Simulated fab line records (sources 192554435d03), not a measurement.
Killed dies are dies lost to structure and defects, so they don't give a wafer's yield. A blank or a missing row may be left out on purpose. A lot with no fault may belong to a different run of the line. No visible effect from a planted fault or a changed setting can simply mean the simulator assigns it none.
Matching of chambers | flow n5Finfet | N5_MOL_CONTACT_COAG_ETCH_59 on rieDiel-01 has 3 sister chambers
The step etches underlayer in N2/H2, target depth 13 nm, time 10.4 s. 3 wafers are shown with their chamber, then 7 later ones without.

EACH WAFER AND ITS CHAMBER
wafer  | chamber | drypumpMotorCurrentA (A)
L082.5 | 2       | 5.7
L083.5 | 0       | 6.6
L083.6 | 3       | 4.8

WAFERS WITH NO CHAMBER GIVEN
wafer  | drypumpMotorCurrentA (A)
L088.2 | 4.8
L088.4 | 6.5
L088.6 | 5.7
L089.3 | 6.5
L090.1 | 6.5
L090.2 | 5.7
L090.6 | 4.8

WHICH CHAMBER EACH ONE RAN IN
wafer  | from the rows above | in truth
L088.2 | 3                   | 3
L088.4 | 0                   | 0
L088.6 | 2                   | 2
L089.3 | 0                   | 0
L090.1 | 0                   | 0
L090.2 | 2                   | 2
L090.6 | 3                   | 3
Correctly placed: 7 of 7. Can't be placed from these rows: 0. Placed wrongly: 0.
How it was worked out, from the rows above alone: a wafer's distance from a chamber is the root of the sum, over the readings, of the square of ((its reading less the chamber's mean) divided by the reading's scatter). The wafer belongs to the nearest chamber; if the next one is less than 2 further off, it can't be placed. The mean given for a chamber averages the wafers shown for that chamber. The scatter (one wafer shown for each chamber): square how far every hidden wafer sits from the nearest shown wafer, average those squares and take the square root.
